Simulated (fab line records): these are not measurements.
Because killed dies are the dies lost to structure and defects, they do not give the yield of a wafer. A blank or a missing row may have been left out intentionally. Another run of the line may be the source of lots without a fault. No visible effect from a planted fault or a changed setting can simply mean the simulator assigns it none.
Chamber matching | flow nandHarc | NHARC_A_SLIT_ETCH_29 on rieDiel-10: 4 sister chambers
The step etches the open film in CF4/O2, target depth 100 nm, overetch 10 nm, time 55 s. 4 wafers are shown with their chamber, then 7 later ones without.

WAFERS WITH THEIR CHAMBER
wafer  | chamber | showerheadPlenumPTorr (Torr)
L549.6 | 3       | 1.254
L555.5 | 1       | 1.308
L559.1 | 2       | 1.310
L559.2 | 0       | 1.286

WAFERS WITH NO CHAMBER GIVEN
wafer  | showerheadPlenumPTorr (Torr)
L559.3 | 1.308
L562.2 | 1.308
L562.3 | 1.253
L562.6 | 1.286
L564.2 | 1.309
L564.3 | 1.307
L564.4 | 1.252

EACH ONE'S CHAMBER
wafer  | from the rows above     | in truth
L559.3 | can't be placed: 1 or 2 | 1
L562.2 | can't be placed: 1 or 2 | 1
L562.3 | 3                       | 3
L562.6 | 0                       | 0
L564.2 | can't be placed: 1 or 2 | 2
L564.3 | can't be placed: 1 or 2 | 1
L564.4 | 3                       | 3
3 of 7 placed correctly. From these rows, 4 cannot be placed; in 4 the true chamber is one of the candidates. Number placed wrongly: 0.
How it was worked out, from the rows above alone: a wafer's distance from a chamber is the root of the sum, over the readings, of the square of ((its reading less the chamber's mean) divided by the reading's scatter). The wafer belongs to the nearest chamber; if the next one is less than 2 further off, it can't be placed. The mean given for a chamber averages the wafers shown for that chamber. The scatter: root of mean squared gap, hidden wafer to nearest shown wafer, with one shown wafer a chamber.
